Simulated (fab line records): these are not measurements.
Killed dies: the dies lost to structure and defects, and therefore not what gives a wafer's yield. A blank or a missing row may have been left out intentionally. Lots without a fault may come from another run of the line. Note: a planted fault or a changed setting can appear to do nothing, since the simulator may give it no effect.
A single fault, viewed from 2 desks / flow n5-finfet / what lay behind the numbers comes last; until then each desk has only its own

AT THE METROLOGY DESK
Means of the sampled wafers that have a number, per lot and without regard to the tool the lot ran on: this is what the gauges read. Any lot whose mean is over 4 standard deviations away from the usual mean is out of limits and marked OUT; that distance is given in the brackets. Readings shown: 7 of its 11, picked as those furthest out on some lot.
Columns: A = cd-nm at N5_MOL_CONTACT_COAG_CD_MEAS_99, usual 17.1 nm; B = DIBL_N at N5_BEOL_M4_RC_MEAS_101, usual 35.8 mV/V; C = IOFF_N at N5_BEOL_M4_RC_MEAS_101, usual 0.148 nA/um; D = IOFF_P at N5_BEOL_M4_RC_MEAS_101, usual 0.20 nA/um; E = SS_N at N5_BEOL_M4_RC_MEAS_101, usual 71.2 mV/dec; F = SS_P at N5_BEOL_M4_RC_MEAS_101, usual 73.1 mV/dec; G = VT_P at N5_BEOL_M4_RC_MEAS_101, usual -251 mV
lot=L873; first seen here=day 5 05:37; A=17.2; B=37.1; C=0.151; D=0.21; E=71.1; F=73.3; G=-248
lot=L875; first seen here=day 5 12:26; A=16.7; B=37.2; C=0.151; D=0.22; E=71.2; F=73.6; G=-248
lot=L877; first seen here=day 6 01:52; A=17.1; B=37.4; C=0.159; D=0.20; E=71.7; F=73.6; G=-252
lot=L880; first seen here=day 6 17:44; A=16.7; B=35.5; C=0.139; D=0.21; E=71.2; F=73.0; G=-248
lot=L881; first seen here=day 6 23:17; A=16.9; B=35.2; C=0.131; D=0.20; E=70.7; F=72.9; G=-248
lot=L885; first seen here=day 8 00:29; A=17.5; B=38.2; C=0.199; D=0.28; E=72.7; F=73.8; G=-244
lot=L887; first seen here=day 8 13:49; A=16.8; B=35.1; C=0.155; D=0.23; E=71.1; F=73.7; G=-246
lot=L890; first seen here=day 9 05:46; A=17.0; B=37.0; C=0.168; D=0.21; E=71.8; F=73.4; G=-252
lot=L894; first seen here=day 10 06:15; A=17.5; B=36.5; C=0.161; D=0.20; E=71.3; F=72.3; G=-248
lot=L895; first seen here=day 10 10:15; A=17.0; B=35.0; C=0.157; D=0.20; E=70.7; F=72.7; G=-248
This desk found nothing out of limits on any of the 10 lots.

THE TOOL OWNER'S DESK: rie-diel-05
The tool's own readings at N5_MOL_CONTACT_COAG_ETCH_66 (etches SiARC in CF4, target depth 13 nm, time 21.7 s): means of the sampled wafers that have a number, for each lot that ran on this tool. Any lot whose mean is over 4 standard deviations away from the usual mean is out of limits and marked OUT; that distance is given in the brackets.
Columns: A = drypump-motor-current-A at N5_MOL_CONTACT_COAG_ETCH_66, usual 5.7 A; B = etch-rf-on-time-s at N5_MOL_CONTACT_COAG_ETCH_66, usual 21.4 s; C = oes-product-au at N5_MOL_CONTACT_COAG_ETCH_66, usual 0.68 a.u.; D = rf-vpp-V at N5_MOL_CONTACT_COAG_ETCH_66, usual 183.9 V; E = showerhead-plenum-p-Torr at N5_MOL_CONTACT_COAG_ETCH_66, usual 2.12 Torr; F = throttle-valve-pct at N5_MOL_CONTACT_COAG_ETCH_66, usual 15.57 %
lot=L873; first seen here=day 5 15:11; A=5.5; B=21.5; C=0.64; D=183.6; E=2.16; F=15.53
lot=L875; first seen here=day 5 22:11; A=5.5; B=21.4; C=0.64; D=184.8; E=2.16; F=15.53
lot=L881; first seen here=day 7 10:10; A=5.5; B=21.5; C=0.69; D=184.4; E=2.15; F=15.54
lot=L885; first seen here=day 8 15:04; A=5.4; B=19.0 (-5.4) OUT; C=0.73; D=182.5; E=2.11; F=15.65
lot=L887; first seen here=day 9 00:18; A=5.2; B=17.8 (-8.3) OUT; C=0.87; D=184.2; E=2.10; F=15.61
lot=L890; first seen here=day 9 19:16; A=5.2; B=18.1 (-7.4) OUT; C=0.77; D=183.0; E=2.11; F=15.64
Finding of this desk: L885, L887, L890 out of limits; the first was L885 at day 8 15:04, on etch-rf-on-time-s at N5_MOL_CONTACT_COAG_ETCH_66. L873, L875, L881 stayed within limits.

BROUGHT TOGETHER
An alarm could have come from the tool owner's desk at day 8 15:04, on L885, L887, L890.
Nothing out of limits was seen by the metrology desk.
The metrology desk has L885, L887, L890 on record, within its limits.
N5_MOL_CONTACT_COAG_ETCH_66 was run on rie-diel-05 by each of the lots named.

WHAT THE SIMULATOR PUT IN
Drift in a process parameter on rie-diel-05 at N5_MOL_CONTACT_COAG_ETCH_66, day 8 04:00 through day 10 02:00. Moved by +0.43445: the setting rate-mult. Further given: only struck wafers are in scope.
Struck lots among those shown: L885, L887, L890.
Hours from the fault's start to each desk's first reading out of limits: the tool owner's desk, 11.
